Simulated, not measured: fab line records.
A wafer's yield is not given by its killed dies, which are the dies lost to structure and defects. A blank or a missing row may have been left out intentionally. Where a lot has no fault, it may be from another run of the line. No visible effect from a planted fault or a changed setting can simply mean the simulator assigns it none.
Split-lot study | flow n5 finfet | 7 lots, 21 wafers read, on a route of 1938 steps

ON THE SPLIT
At N5_BEOL_M2_ETCH_69 (etches SiARC in CF4, target depth 15.6 nm, time 26 s), the setting bias w was moved away from the recipe's 36 W on 10 of the 21 wafers read, by -14.7% to +16.0%. The other wafers ran this setting at the recipe's value.

The reading comes from the split's own step.

THE READING
rf vpp V, in V, at N5_BEOL_M2_ETCH_69 (etches SiARC in CF4, target depth 15.6 nm, time 26 s). Fault-free wafers of this fab line usually give 184.0 V, standard deviation 1.3 V.

wafer  | tool, chamber at the split | bias w as run, W | against the recipe | rf vpp V, V | against lot-mates on the recipe
L078.2 | rie diel-01, 3             | 36               | recipe             | 184.5       | -
L078.5 | rie diel-01, 1             | 36               | recipe             | 183.0       | -
L078.6 | rie diel-01, 2             | 36               | recipe             | 183.9       | -
L081.1 | rie diel-05, 0             | 30.71            | -14.7%             | 164.0       | -19.4
L081.4 | rie diel-05, 3             | 36               | recipe             | 183.4       | -
L081.5 | rie diel-05, 0             | 30.71            | -14.7%             | 163.5       | -19.9
L083.1 | rie diel-05, 3             | 36               | recipe             | 184.3       | -
L083.2 | rie diel-05, 1             | 39.59            | +10.0%             | 197.0       | +12.7
L083.3 | rie diel-05, 2             | 39.59            | +10.0%             | 195.0       | +10.7
L088.4 | rie diel-01, 0             | 40.06            | +11.3%             | 197.1       | +14.4
L088.5 | rie diel-01, 3             | 36               | recipe             | 182.7       | -
L088.6 | rie diel-01, 0             | 40.06            | +11.3%             | 198.1       | +15.4
L089.2 | rie diel-01, 0             | 36               | recipe             | 183.3       | -
L089.3 | rie diel-01, 1             | 36               | recipe             | 185.7       | -
L089.5 | rie diel-01, 3             | 37.92            | +5.3%              | 189.9       | +5.4
L090.1 | rie diel-06, 0             | 36               | recipe             | 185.4       | -
L090.2 | rie diel-06, 2             | 36               | recipe             | 181.9       | -
L090.4 | rie diel-06, 1             | 41.76            | +16.0%             | 202.2       | +18.5
L093.1 | rie diel-05, 3             | 40.98            | +13.8%             | 199.7       | +14.2
L093.2 | rie diel-05, 2             | 40.98            | +13.8%             | 201.6       | +16.1
L093.6 | rie diel-05, 2             | 36               | recipe             | 185.5       | -

FIT RESULTS
A straight line over all 21 wafers: rf vpp V changes by +1.26 V for each +1% of bias w; r = +0.99; the points scatter about the line by 1.2 V.
The same after taking each lot's own level away (the mean of its wafers on the recipe; 21 wafers): +1.23 V for each +1%; r = +0.99; scatter 1.2 V.
According to that fit, moving bias w by its largest amount changes the reading by 20 V.
From 182.70 to 185.50 V: that is the span of the lots' own levels, equal to 2.2 times the standard deviation above.
The two slopes agree, so the slope changes little with the lot-to-lot level.
Check: +19.5 V against its lot-mates is what the line predicts for one of the wafers moved furthest among these (+16.0%) when that wafer is left out of the fit. It came out at +18.5 V against them.
Tool readings at the split's step, against how far the setting was moved: rf vpp V r = +0.99.

OTHER SPLITS ON THESE WAFERS
These wafers also went through other splits before the reading. Each is held against what the fit with the lots' levels taken away leaves over:
other split on the same wafers   | wafers away from the commonest value | r with rf vpp V (lot level and that fit taken away)
N5_BEOL_M0_SAQP_COAT_34 spin rpm | 5                                    | -0.01
N5_BEOL_M0_ETCH_138 bias w       | 8                                    | +0.21
N5_BEOL_M0_ETCH_109 bias w       | 5                                    | +0.37
N5_BEOL_M1_VIA_ETCH_34 time s    | 5                                    | -0.30
N5_BEOL_M1_TRENCH_ETCH_37 time s | 9                                    | +0.09
N5_BEOL_M2_PECVD_72 temp c       | 5                                    | -0.02

THE FILE'S OWN FIT
rf vpp V changes by +1.21 V for each +1% of bias w, r = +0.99.
